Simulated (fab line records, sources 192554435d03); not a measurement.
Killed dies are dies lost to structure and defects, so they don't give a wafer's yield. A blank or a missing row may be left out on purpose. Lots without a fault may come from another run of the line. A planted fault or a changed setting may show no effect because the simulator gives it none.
Which tool did it? | flow n5_finfet | 23 lots, 69 wafers sampled, at 6 steps of a route of 1938

WHAT THE GAUGES READ, wafer by wafer
The record holds no reading of a measuring or inspecting step that can be judged against a usual standard deviation.

WHICH TOOL RAN EACH LOT (tool, then ch and the chambers of the sampled wafers, then the start)
lot  | N5_BEOL_M1_PECVD_72             | N5_BEOL_M1_ETCH_74                 | N5_BEOL_M1_STRIP_66                | N5_BEOL_M1_STRIP_97                           | N5_BEOL_M1_DEGAS_44          | N5_BEOL_M1_ALD_84
L074 | pecvd-01 ch 0,1,2, day 6 01:20  | rie_diel-02 ch 0,1,2, day 6 02:52  | rie_diel-02 ch 0,1,2, day 6 03:02  | rie_diel-02 ch 0,1,2, day 6 06:20 or earlier  | pvd_sputter-03, day 6 06:20  | ald_metal-03 ch 0,1, day 6 06:29
L075 | pecvd-04 ch 0,1,2, day 6 04:27  | rie_diel-06 ch 0,1,2, day 6 06:59  | rie_diel-06 ch 0,1,2, day 6 07:10  | rie_diel-06 ch 1,2,3, day 6 11:25 or earlier  | pvd_sputter-01, day 6 11:25  | ald_metal-03 ch 0,3, day 6 11:36
L077 | pecvd-01 ch 0,1,2, day 6 19:21  | rie_diel-01 ch 0,1,3, day 6 22:11  | rie_diel-01 ch 0,1,3, day 6 22:21  | rie_diel-01 ch 0,1, day 7 01:25 or earlier    | pvd_sputter-02, day 7 01:25  | ald_metal-01 ch 0,1,3, day 7 01:31
L078 | pecvd-04 ch 0,1, day 7 01:44    | rie_diel-01 ch 0,2,3, day 7 02:29  | rie_diel-01 ch 0,2,3, day 7 02:40  | rie_diel-02 ch 1,3, day 7 06:07 or earlier    | pvd_sputter-01, day 7 06:07  | ald_metal-02 ch 1,3, day 7 06:16
L079 | pecvd-01 ch 0,2, day 7 08:02    | rie_diel-02 ch 0,2,3, day 7 09:08  | rie_diel-02 ch 0,2,3, day 7 09:19  | rie_diel-01 ch 0,2,3, day 7 12:51 or earlier  | pvd_sputter-02, day 7 12:51  | ald_metal-02 ch 0,1,3, day 7 12:57
L080 | pecvd-03 ch 1,2, day 7 13:29    | rie_diel-02 ch 0,1, day 7 17:56    | rie_diel-02 ch 0,1, day 7 18:07    | rie_diel-06 ch 0,1,3, day 8 04:29 or earlier  | pvd_sputter-02, day 8 04:29  | ald_metal-02 ch 2,3, day 8 04:35
L081 | pecvd-04 ch 1,2, day 7 22:49    | rie_diel-02 ch 2,3, day 7 23:43    | rie_diel-02 ch 2,3, day 7 23:53    | rie_diel-06 ch 1,3, day 8 09:35 or earlier    | pvd_sputter-01, day 8 09:35  | ald_metal-02 ch 1,2, day 8 09:47
L082 | pecvd-03 ch 0,2, day 8 02:17    | rie_diel-06 ch 0,1,2, day 8 05:08  | rie_diel-06 ch 0,1,2, day 8 05:18  | rie_diel-06 ch 1,2,3, day 8 13:01 or earlier  | pvd_sputter-02, day 8 13:01  | ald_metal-02 ch 1,2,3, day 8 13:10
L083 | pecvd-01 ch 0,2, day 8 08:59    | rie_diel-06 ch 1,2,3, day 8 11:17  | rie_diel-06 ch 1,2,3, day 8 11:27  | rie_diel-01 ch 0,1, day 8 17:32 or earlier    | pvd_sputter-03, day 8 17:32  | ald_metal-01 ch 0,2, day 8 17:39
L084 | pecvd-01 ch 0,1, day 8 11:32    | rie_diel-01 ch 0,1,3, day 8 13:28  | rie_diel-01 ch 0,1,3, day 8 13:38  | rie_diel-01 ch 0,1,2, day 9 02:43 or earlier  | pvd_sputter-01, day 9 02:43  | ald_metal-02 ch 0,3, day 9 02:58
L085 | pecvd-03 ch 1,2, day 9 01:07    | rie_diel-01 ch 2,3, day 9 02:56    | rie_diel-01 ch 2,3, day 9 03:06    | rie_diel-06 ch 0,2,3, day 9 11:28 or earlier  | pvd_sputter-01, day 9 11:28  | ald_metal-02 ch 0,2,3, day 9 11:34
L086 | pecvd-03 ch 0,2, day 9 01:34    | rie_diel-06 ch 1,2, day 9 03:05    | rie_diel-06 ch 1,2, day 9 03:15    | rie_diel-01 ch 2,3, day 9 11:29 or earlier    | pvd_sputter-03, day 9 11:29  | ald_metal-03 ch 1,3, day 9 11:35
L087 | pecvd-01 ch 0,2, day 9 09:58    | rie_diel-02 ch 2,3, day 9 11:50    | rie_diel-02 ch 2,3, day 9 12:01    | rie_diel-02 ch 0,1, day 9 16:25 or earlier    | pvd_sputter-02, day 9 16:25  | ald_metal-03 ch 0,2,3, day 9 16:38
L088 | pecvd-01 ch 0,1,2, day 9 14:08  | rie_diel-06 ch 0,3, day 9 15:58    | rie_diel-06 ch 0,3, day 9 16:08    | rie_diel-02 ch 0,2,3, day 9 20:59 or earlier  | pvd_sputter-03, day 9 20:59  | ald_metal-02 ch 0,1,3, day 9 21:05
L089 | pecvd-03 ch 0,2, day 9 21:08    | rie_diel-06 ch 0,2,3, day 9 21:46  | rie_diel-06 ch 0,2,3, day 9 21:56  | rie_diel-02 ch 1,2, day 10 00:21 or earlier   | pvd_sputter-01, day 10 00:21 | ald_metal-01 ch 1,3, day 10 00:30
L090 | pecvd-03 ch 0,2, day 10 01:40   | rie_diel-06 ch 0,3, day 10 03:54   | rie_diel-06 ch 0,3, day 10 04:04   | rie_diel-02 ch 1,2,3, day 10 14:58 or earlier | pvd_sputter-03, day 10 14:58 | ald_metal-01 ch 1,2,3, day 10 15:16
L091 | pecvd-04 ch 0, day 10 04:28     | rie_diel-01 ch 0,1, day 10 05:38   | rie_diel-01 ch 0,1, day 10 05:49   | rie_diel-01 ch 0,2,3, day 10 16:02 or earlier | pvd_sputter-03, day 10 16:02 | ald_metal-01 ch 0,2,3, day 10 16:09
L093 | pecvd-03 ch 0,1, day 10 12:19   | rie_diel-06 ch 0,2, day 10 13:48   | rie_diel-06 ch 0,2, day 10 13:59   | rie_diel-02 ch 1,3, day 10 17:10 or earlier   | pvd_sputter-01, day 10 17:10 | ald_metal-03 ch 2,3, day 10 17:16
L092 | pecvd-03 ch 1,2, day 10 12:41   | rie_diel-06 ch 0,1,2, day 10 14:02 | rie_diel-06 ch 0,1,2, day 10 14:12 | rie_diel-01 ch 0,2, day 10 20:35 or earlier   | pvd_sputter-01, day 10 20:35 | ald_metal-03 ch 0,3, day 10 20:41
L094 | pecvd-03 ch 0,1, day 11 04:59   | rie_diel-02 ch 1,2,3, day 11 07:05 | rie_diel-02 ch 1,2,3, day 11 07:16 | rie_diel-06 ch 0,3, day 11 22:38 or earlier   | pvd_sputter-01, day 11 22:38 | ald_metal-03 ch 0,1,3, day 11 22:44
L095 | pecvd-04 ch 0,2, day 11 11:33   | rie_diel-01 ch 0,1, day 11 13:25   | rie_diel-01 ch 0,1, day 11 13:35   | rie_diel-01 ch 0,2,3, day 12 01:40 or earlier | pvd_sputter-03, day 12 01:40 | ald_metal-03 ch 0,3, day 12 01:46
L096 | pecvd-01 ch 0,1,2, day 11 12:02 | rie_diel-01 ch 0,1,3, day 11 13:39 | rie_diel-01 ch 0,1,3, day 11 13:49 | rie_diel-02 ch 0,1,2, day 12 01:41 or earlier | pvd_sputter-01, day 12 01:41 | ald_metal-01 ch 1,2,3, day 12 01:52
L097 | pecvd-04 ch 1,2, day 12 00:11   | rie_diel-06 ch 0,2, day 12 01:59   | rie_diel-06 ch 0,2, day 12 02:10   | rie_diel-01 ch 1,2, day 12 05:56 or earlier   | pvd_sputter-02, day 12 05:56 | ald_metal-03 ch 0,1,3, day 12 06:04
- N5_BEOL_M1_PECVD_72: deposits SiO2 from TEOS/O2, target thk 16 nm, time 18 s.
- N5_BEOL_M1_ETCH_74: etches underlayer in N2/H2, target depth 6.5 nm, time 5.2 s.
- N5_BEOL_M1_STRIP_66: strips in CF4.
- N5_BEOL_M1_STRIP_97: strips in N2/H2, time 10 s.
- N5_BEOL_M1_DEGAS_44: time 60 s.
- N5_BEOL_M1_ALD_84: deposits TaN, pulse time 2 s, purge time 3 s, co reactant purge time 2 s.

WHAT THE TOOLS THEMSELVES READ (means of the sampled wafers that have a number; where no wafer has one, the mark that the record gives instead)
N5_BEOL_M1_PECVD_72. Usual: heater_power_outer_w 409 W, standard deviation 59; heater_power_w 706 W, standard deviation 82; showerhead_plenum_p_Torr 8.81 Torr, standard deviation 0.047; throttle_valve_pct 22.3 %, standard deviation 1.2.
lot  | tool     | heater_power_outer_w (W) | heater_power_w (W) | showerhead_plenum_p_Torr (Torr) | throttle_valve_pct (%) | flag
L074 | pecvd-01 | 443                      | 744                | 8.83                            | 21.7                   |
L075 | pecvd-04 | 381                      | 663                | 8.80                            | 23.0                   |
L077 | pecvd-01 | 433                      | 722                | 8.83                            | 21.5                   |
L078 | pecvd-04 | 401                      | 711                | 8.84                            | 22.6                   |
L079 | pecvd-01 | 520                      | 852                | 8.82                            | 21.3                   |
L080 | pecvd-03 | 410                      | 722                | 8.76                            | 21.7                   |
L081 | pecvd-04 | 350                      | 623                | 8.78                            | 23.0                   |
L082 | pecvd-03 | 406                      | 706                | 8.79                            | 22.5                   |
L083 | pecvd-01 | 490                      | 809                | 8.81                            | 21.3                   |
L084 | pecvd-01 | 374                      | 655                | 8.84                            | 20.9                   |
L085 | pecvd-03 | 372                      | 651                | 8.74                            | 22.7                   |
L086 | pecvd-03 | 429                      | 732                | 8.81                            | 22.7                   |
L087 | pecvd-01 | 511                      | 834                | 8.81                            | 21.5                   |
L088 | pecvd-01 | 423                      | 710                | 8.83                            | 21.7                   |
L089 | pecvd-03 | 435                      | 754                | 8.78                            | 21.8                   |
L090 | pecvd-03 | 408                      | 697                | 8.81                            | 22.7                   |
L091 | pecvd-04 | 421                      | 752                | 8.87                            | 23.0                   |
L093 | pecvd-03 | 384                      | 657                | 8.78                            | 23.8                   |
L092 | pecvd-03 | 357                      | 655                | 8.75                            | 21.7                   |
L094 | pecvd-03 | 405                      | 698                | 8.76                            | 23.9                   |
L095 | pecvd-04 | 360                      | 634                | 8.82                            | 22.5                   |
L096 | pecvd-01 | 467                      | 770                | 8.84                            | 21.6                   |
L097 | pecvd-04 | 349                      | 603                | 8.77                            | 21.8                   |

N5_BEOL_M1_ETCH_74. Usual: drypump_motor_current_A 5.7 A, standard deviation 0.4; etch_rf_on_time_s 5.15 s, standard deviation 0.13; oes_product_au 0.67 a.u., standard deviation 0.08; rf_vpp_V 523.9 V, standard deviation 2.3; showerhead_plenum_p_Torr 2.54 Torr, standard deviation 0.077; throttle_valve_pct 17.83 %, standard deviation 0.23.
lot  | tool        | drypump_motor_current_A (A) | etch_rf_on_time_s (s) | oes_product_au (a.u.) | rf_vpp_V (V) | showerhead_plenum_p_Torr (Torr) | throttle_valve_pct (%) | flag
L074 | rie_diel-02 | 5.6                         | 5.13                  | 0.64                  | 522.7        | 2.50                            | 17.95                  |
L075 | rie_diel-06 | 5.5                         | 5.12                  | 0.60                  | 523.2        | 2.56                            | 17.98                  |
L077 | rie_diel-01 | 5.9                         | 5.21                  | 0.72                  | 524.5        | 2.56                            | 17.70                  |
L078 | rie_diel-01 | 5.6                         | 5.14                  | 0.67                  | 524.3        | 2.59                            | 17.77                  |
L079 | rie_diel-02 | 6.1                         | 5.22                  | 0.60                  | 523.2        | 2.52                            | 18.03                  |
L080 | rie_diel-02 | 5.4                         | 5.16                  | 0.64                  | 521.4        | 2.43                            | 17.82                  |
L081 | rie_diel-02 | 6.0                         | 5.37                  | 0.60                  | 524.4        | 2.60                            | 17.99                  |
L082 | rie_diel-06 | 5.5                         | 5.15                  | 0.60                  | 522.8        | 2.55                            | 18.01                  |
L083 | rie_diel-06 | 5.4                         | 5.12                  | 0.65                  | 524.8        | 2.58                            | 17.85                  |
L084 | rie_diel-01 | 5.9                         | 5.14                  | 0.72                  | 524.5        | 2.56                            | 17.72                  |
L085 | rie_diel-01 | 5.8                         | 5.15                  | 0.68                  | 525.6        | 2.61                            | 17.70                  |
L086 | rie_diel-06 | 5.4                         | 5.10                  | 0.58                  | 523.5        | 2.56                            | 18.00                  |
L087 | rie_diel-02 | 6.0                         | 5.42                  | 0.59                  | 525.6        | 2.59                            | 18.01                  |
L088 | rie_diel-06 | 5.6                         | 4.97                  | 0.78                  | 525.0        | 2.54                            | 17.58                  |
L089 | rie_diel-06 | 5.5                         | 5.08                  | 0.72                  | 524.4        | 2.56                            | 17.78                  |
L090 | rie_diel-06 | 5.6                         | 4.98                  | 0.76                  | 523.4        | 2.53                            | 17.58                  |
L091 | rie_diel-01 | 5.8                         | 5.14                  | 0.70                  | 523.8        | 2.53                            | 17.84                  |
L093 | rie_diel-06 | 5.7                         | 5.08                  | 0.73                  | 523.2        | 2.53                            | 17.83                  |
L092 | rie_diel-06 | 5.5                         | 5.07                  | 0.75                  | 524.8        | 2.55                            | 17.80                  |
L094 | rie_diel-02 | 5.8                         | 5.38                  | 0.58                  | 523.2        | 2.51                            | 17.89                  |
L095 | rie_diel-01 | 5.7                         | 5.19                  | 0.69                  | 523.9        | 2.52                            | 17.87                  |
L096 | rie_diel-01 | 5.9                         | 5.18                  | 0.69                  | 524.0        | 2.55                            | 17.75                  |
L097 | rie_diel-06 | 5.6                         | 5.10                  | 0.71                  | 523.9        | 2.53                            | 17.87                  |

N5_BEOL_M1_STRIP_66. Usual: drypump_motor_current_A 5.7 A, standard deviation 0.4; oes_product_au 0.77 a.u., standard deviation 0.086; rf_vpp_V 271.2 V, standard deviation 1.4; showerhead_plenum_p_Torr 1.79 Torr, standard deviation 0.055; throttle_valve_pct 13.57 %, standard deviation 0.27.
lot  | tool        | drypump_motor_current_A (A) | oes_product_au (a.u.) | rf_vpp_V (V) | showerhead_plenum_p_Torr (Torr) | throttle_valve_pct (%) | flag
L074 | rie_diel-02 | 5.6                         | 0.73                  | 270.8        | 1.76                            | 13.68                  |
L075 | rie_diel-06 | 5.6                         | 0.70                  | 271.8        | 1.80                            | 13.71                  |
L077 | rie_diel-01 | 5.9                         | 0.83                  | 271.9        | 1.82                            | 13.54                  |
L078 | rie_diel-01 | 5.6                         | 0.78                  | 271.3        | 1.83                            | 13.56                  |
L079 | rie_diel-02 | 6.0                         | 0.70                  | 269.9        | 1.77                            | 13.84                  |
L080 | rie_diel-02 | 5.4                         | 0.73                  | 270.7        | 1.71                            | 13.55                  |
L081 | rie_diel-02 | 6.0                         | 0.71                  | 271.3        | 1.83                            | 13.74                  |
L082 | rie_diel-06 | 5.5                         | 0.69                  | 272.4        | 1.79                            | 13.74                  |
L083 | rie_diel-06 | 5.4                         | 0.74                  | 271.7        | 1.81                            | 13.58                  |
L084 | rie_diel-01 | 5.9                         | 0.83                  | 271.2        | 1.82                            | 13.55                  |
L085 | rie_diel-01 | 5.8                         | 0.78                  | 271.9        | 1.85                            | 13.49                  |
L086 | rie_diel-06 | 5.4                         | 0.67                  | 271.3        | 1.78                            | 13.70                  |
L087 | rie_diel-02 | 6.0                         | 0.70                  | 271.6        | 1.83                            | 13.77                  |
L088 | rie_diel-06 | 5.6                         | 0.88                  | 271.2        | 1.79                            | 13.26                  |
L089 | rie_diel-06 | 5.6                         | 0.82                  | 271.5        | 1.81                            | 13.47                  |
L090 | rie_diel-06 | 5.6                         | 0.87                  | 271.3        | 1.79                            | 13.27                  |
L091 | rie_diel-01 | 5.7                         | 0.80                  | 271.6        | 1.79                            | 13.67                  |
L093 | rie_diel-06 | 5.7                         | 0.84                  | 270.8        | 1.79                            | 13.47                  |
L092 | rie_diel-06 | 5.5                         | 0.87                  | 271.6        | 1.79                            | 13.39                  |
L094 | rie_diel-02 | 5.8                         | 0.69                  | 271.5        | 1.77                            | 13.65                  |
L095 | rie_diel-01 | 5.7                         | 0.79                  | 271.4        | 1.79                            | 13.70                  |
L096 | rie_diel-01 | 5.9                         | 0.81                  | 271.8        | 1.82                            | 13.61                  |
L097 | rie_diel-06 | 5.7                         | 0.82                  | 270.9        | 1.79                            | 13.50                  |

N5_BEOL_M1_STRIP_97. Usual: drypump_motor_current_A 5.7 A, standard deviation 0.41; oes_product_au 0.77 a.u., standard deviation 0.082; rf_vpp_V 59.2 V, standard deviation 0.85; showerhead_plenum_p_Torr 2.54 Torr, standard deviation 0.077; throttle_valve_pct 23.61 %, standard deviation 0.2.
lot  | tool        | drypump_motor_current_A (A) | oes_product_au (a.u.) | rf_vpp_V (V) | showerhead_plenum_p_Torr (Torr) | throttle_valve_pct (%) | flag
L074 | rie_diel-02 | 5.6                         | 0.74                  | 59.3         | 2.50                            | 23.68                  |
L075 | rie_diel-06 | 5.4                         | 0.78                  | 59.8         | 2.58                            | 23.61                  |
L077 | rie_diel-01 | 6.0                         | 0.86                  | 59.3         | 2.50                            | 23.50                  |
L078 | rie_diel-02 | 6.0                         | 0.71                  | 59.7         | 2.47                            | 23.48                  |
L079 | rie_diel-01 | 5.6                         | 0.78                  | 59.3         | 2.58                            | 23.56                  |
L080 | rie_diel-06 | 5.6                         | 0.75                  | 58.4         | 2.52                            | 23.57                  |
L081 | rie_diel-06 | 5.5                         | 0.75                  | 59.0         | 2.53                            | 23.49                  |
L082 | rie_diel-06 | 5.4                         | 0.75                  | 59.3         | 2.57                            | 23.62                  |
L083 | rie_diel-01 | 5.7                         | 0.83                  | 59.5         | 2.53                            | 23.56                  |
L084 | rie_diel-01 | 5.8                         | 0.80                  | 59.1         | 2.52                            | 23.61                  |
L085 | rie_diel-06 | 5.5                         | 0.86                  | 58.3         | 2.56                            | 23.68                  |
L086 | rie_diel-01 | 5.8                         | 0.78                  | 59.0         | 2.61                            | 23.49                  |
L087 | rie_diel-02 | 5.7                         | 0.70                  | 59.0         | 2.40                            | 23.69                  |
L088 | rie_diel-02 | 6.0                         | 0.68                  | 59.4         | 2.50                            | 23.76                  |
L089 | rie_diel-02 | 5.4                         | 0.75                  | 58.9         | 2.50                            | 23.58                  |
L090 | rie_diel-02 | 5.8                         | 0.71                  | 59.5         | 2.51                            | 23.63                  |
L091 | rie_diel-01 | 5.6                         | 0.77                  | 59.4         | 2.57                            | 23.58                  |
L093 | rie_diel-02 | 6.0                         | 0.69                  | 58.4         | 2.46                            | 23.52                  |
L092 | rie_diel-01 | 5.5                         | 0.73                  | 58.8         | 2.53                            | 23.69                  |
L094 | rie_diel-06 | 5.7                         | 0.87                  | 59.1         | 2.52                            | 23.49                  |
L095 | rie_diel-01 | 5.6                         | 0.76                  | 59.1         | 2.57                            | 23.60                  |
L096 | rie_diel-02 | 5.7                         | 0.80                  | 59.6         | 2.59                            | 23.68                  |
L097 | rie_diel-01 | 6.1                         | 0.79                  | 59.1         | 2.49                            | 23.60                  |

N5_BEOL_M1_DEGAS_44. Usual: heater_power_w 329 W, standard deviation 43.
lot  | tool           | heater_power_w (W) | flag
L074 | pvd_sputter-03 | 321                |
L075 | pvd_sputter-01 | 309                |
L077 | pvd_sputter-02 | 368                |
L078 | pvd_sputter-01 | 312                |
L079 | pvd_sputter-02 | 277                |
L080 | pvd_sputter-02 | 303                |
L081 | pvd_sputter-01 | 321                |
L082 | pvd_sputter-02 | 372                |
L083 | pvd_sputter-03 | 306                |
L084 | pvd_sputter-01 | 344                |
L085 | pvd_sputter-01 | 317                |
L086 | pvd_sputter-03 | 305                |
L087 | pvd_sputter-02 | 303                |
L088 | pvd_sputter-03 | 296                |
L089 | pvd_sputter-01 | 321                |
L090 | pvd_sputter-03 | 314                |
L091 | pvd_sputter-03 | 310                |
L093 | pvd_sputter-01 | 330                |
L092 | pvd_sputter-01 | 313                |
L094 | pvd_sputter-01 | 321                |
L095 | pvd_sputter-03 | 313                |
L096 | pvd_sputter-01 | 320                |
L097 | pvd_sputter-02 | 312                |

N5_BEOL_M1_ALD_84. Usual: heater_power_outer_w 226 W, standard deviation 19; heater_power_w 414 W, standard deviation 31.
lot  | tool         | heater_power_outer_w (W) | heater_power_w (W) | flag
L074 | ald_metal-03 | 220                      | 406                |
L075 | ald_metal-03 | 219                      | 395                |
L077 | ald_metal-01 | 230                      | 409                |
L078 | ald_metal-02 | 239                      | 446                |
L079 | ald_metal-02 | 237                      | 432                |
L080 | ald_metal-02 | 236                      | 446                |
L081 | ald_metal-02 | 209                      | 392                |
L082 | ald_metal-02 | 226                      | 425                |
L083 | ald_metal-01 | 230                      | 423                |
L084 | ald_metal-02 | 248                      | 439                |
L085 | ald_metal-02 | 236                      | 436                |
L086 | ald_metal-03 | 214                      | 404                |
L087 | ald_metal-03 | 222                      | 412                |
L088 | ald_metal-02 | 232                      | 427                |
L089 | ald_metal-01 | 212                      | 390                |
L090 | ald_metal-01 | 214                      | 385                |
L091 | ald_metal-01 | 234                      | 418                |
L093 | ald_metal-03 | 229                      | 420                |
L092 | ald_metal-03 | 217                      | 400                |
L094 | ald_metal-03 | 220                      | 401                |
L095 | ald_metal-03 | 216                      | 406                |
L096 | ald_metal-01 | 213                      | 385                |
L097 | ald_metal-03 | 216                      | 401                |

THE ANSWER, worked out from the rows above alone
Rule: a lot is off if the mean of its wafers that have a number lies more than 3 standard deviations from the usual mean. A lot without any number at a reading at which 4 lots or more have one is off too. The other lots that the step has rows for count as sound. The gauges are gone through in route order, then the tools' own readings, and for those a lot's mean is taken as printed above. The first step at which some lot is off is used, and at that step the reading that is off furthest; a lot without a number counts as furthest.
No lot is off at any reading shown: from this, nothing can be told.

WHAT THE SIMULATOR HAD PUT IN
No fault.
